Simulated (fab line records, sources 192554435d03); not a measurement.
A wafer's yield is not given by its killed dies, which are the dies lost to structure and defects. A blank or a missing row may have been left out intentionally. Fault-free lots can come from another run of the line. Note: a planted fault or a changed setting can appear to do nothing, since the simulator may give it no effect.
Split-lot study | flow n5Finfet | 39 wafers read from 7 lots, route of 1938 steps

== ON THE SPLIT ==
At N5_FIN_CUT_CUT_ETCH_15 (etches Si in HBr/Cl2/O2, target depth 100 nm, bt time 10 s, time 42.4 s), the setting targetDepthA was moved away from the recipe's 1000 angstrom on 15 of the 39 wafers read, by -33.8% to +56.2%. All remaining wafers had this setting at the recipe value.

The split's own step is where the reading is taken.

== THE READING ==
SOC_of_FIN_CUT_COAT_18.thkNm (the simulator's own value, which no gauge read), in nm, at N5_FIN_CUT_CUT_ETCH_15 (etches Si in HBr/Cl2/O2, target depth 100 nm, bt time 10 s, time 42.4 s). The file does not state a usual value for it. Average 170.5 nm, standard deviation 0.52 nm, over the 24 wafers here run with the recipe.

wafer  | tool, chamber at the split | targetDepthA as run, angstrom | against the recipe | SOC_of_FIN_CUT_COAT_18.thkNm, nm | against lot-mates on the recipe
L074.2 | rieSi-03, 2                | 1000                          | recipe             | 171.2                            | -
L074.3 | rieSi-03, 1                | 1000                          | recipe             | 170.6                            | -
L074.5 | rieSi-03, 1                | 1000                          | recipe             | 171.2                            | -
L076.1 | rieSi-03, 2                | 1000                          | recipe             | 170.6                            | -
L076.2 | rieSi-03, 1                | 662.4                         | -33.8%             | 184.2                            | +13.9
L076.3 | rieSi-03, 3                | 662.4                         | -33.8%             | 182.6                            | +12.3
L076.4 | rieSi-03, 0                | 1000                          | recipe             | 170                              | -
L076.5 | rieSi-03, 3                | 662.4                         | -33.8%             | 183.2                            | +12.9
L076.6 | rieSi-03, 0                | 1000                          | recipe             | 170.2                            | -
L077.1 | rieSi-02, 0                | 1000                          | recipe             | 170.8                            | -
L077.2 | rieSi-02, 2                | 710.9                         | -28.9%             | 182.2                            | +11.8
L077.3 | rieSi-02, 3                | 1000                          | recipe             | 170                              | -
L077.4 | rieSi-02, 1                | 1000                          | recipe             | 170.4                            | -
L077.5 | rieSi-02, 1                | 710.9                         | -28.9%             | 180.6                            | +10.2
L077.6 | rieSi-02, 0                | 710.9                         | -28.9%             | 181.8                            | +11.4
L078.1 | rieSi-01, 0                | 1000                          | recipe             | 170.8                            | -
L078.2 | rieSi-01, 1                | 1000                          | recipe             | 170.6                            | -
L078.3 | rieSi-01, 2                | 1000                          | recipe             | 169.6                            | -
L078.4 | rieSi-01, 2                | 1000                          | recipe             | 170.2                            | -
L078.5 | rieSi-01, 1                | 1000                          | recipe             | 170.2                            | -
L078.6 | rieSi-01, 0                | 1000                          | recipe             | 170.6                            | -
L081.1 | rieSi-02, 3                | 1304                          | +30.4%             | 159.8                            | -11.1
L081.2 | rieSi-02, 0                | 1304                          | +30.4%             | 159.2                            | -11.7
L081.3 | rieSi-02, 1                | 1000                          | recipe             | 170.6                            | -
L081.4 | rieSi-02, 2                | 1000                          | recipe             | 171                              | -
L081.5 | rieSi-02, 0                | 1000                          | recipe             | 171                              | -
L081.6 | rieSi-02, 3                | 1304                          | +30.4%             | 158.2                            | -12.7
L092.1 | rieSi-01, 3                | 1361                          | +36.1%             | 156                              | -13.8
L092.2 | rieSi-01, 2                | 1000                          | recipe             | 169.2                            | -
L092.3 | rieSi-01, 1                | 1361                          | +36.1%             | 156.8                            | -13.0
L092.4 | rieSi-01, 0                | 1361                          | +36.1%             | 156.6                            | -13.2
L092.5 | rieSi-01, 0                | 1000                          | recipe             | 170.4                            | -
L092.6 | rieSi-01, 1                | 1000                          | recipe             | 169.8                            | -
L095.1 | rieSi-03, 3                | 1562                          | +56.2%             | 150.8                            | -20.2
L095.2 | rieSi-03, 0                | 1000                          | recipe             | 170.6                            | -
L095.3 | rieSi-03, 2                | 1562                          | +56.2%             | 150.2                            | -20.8
L095.4 | rieSi-03, 3                | 1000                          | recipe             | 171.4                            | -
L095.5 | rieSi-03, 0                | 1562                          | +56.2%             | 149.2                            | -21.8
L095.6 | rieSi-03, 2                | 1000                          | recipe             | 171                              | -

FIT RESULTS
A straight line over all 39 wafers: SOC_of_FIN_CUT_COAT_18.thkNm changes by -0.375 nm for each +1% of targetDepthA; r = -1.00; the points scatter about the line by 0.62 nm.
The same after taking each lot's own level away (the mean of its wafers on the recipe; 39 wafers): -0.378 nm for each +1%; r = -1.00; scatter 0.51 nm.
Per that fit: largest targetDepthA move, reading shift of 21 nm.
Across the lots, their own levels run from 169.80 to 171.00 nm, a range of 2.3 times the standard deviation given above.
The two slopes agree, so the slope changes little with the lot-to-lot level.
Check: for one of the wafers moved furthest among these (+56.2%), held out of the fit, the line's prediction against its lot-mates is -21.4 nm. It came out at -20.2 nm against them.

== THE OTHER SPLITS THESE WAFERS WENT THROUGH ==
Other splits were also applied to these wafers ahead of the reading. Each is held against what the fit with the lots' levels taken away leaves over:
other split on the same wafers               | wafers away from the commonest value | r with SOC_of_FIN_CUT_COAT_18.thkNm (lot level and that fit taken away)
N5_PMOS_HMC_CHANNEL_EPI_HM_DEP_34 targetThkA | 15                                   | +0.30

== THE WHOLE CHAIN: every reading that the file lists as answering this split, in the file's order ==
step                   | what it does                                                            | reading                                                                       | change (the file's fit)               | r (the file's)
N5_FIN_CUT_CUT_ETCH_15 | etches Si in HBr/Cl2/O2, target depth 100 nm, bt time 10 s, time 42.4 s | FIN_CUT.featureDepthNm (the simulator's own value, which no gauge read)       | +1.01 nm for each +1% of the setting  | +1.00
N5_FIN_CUT_CUT_ETCH_15 | etches Si in HBr/Cl2/O2, target depth 100 nm, bt time 10 s, time 42.4 s | etch.depthNm (the simulator's own value, which no gauge read)                 | +1.01 nm for each +1% of the setting  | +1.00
N5_FIN_CUT_CUT_ETCH_15 | etches Si in HBr/Cl2/O2, target depth 100 nm, bt time 10 s, time 42.4 s | SOC_of_FIN_CUT_COAT_18.thkNm (the simulator's own value, which no gauge read) | -0.378 nm for each +1% of the setting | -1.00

== FILE'S OWN FIT ==
SOC_of_FIN_CUT_COAT_18.thkNm changes by -0.378 nm for each +1% of targetDepthA, r = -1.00.
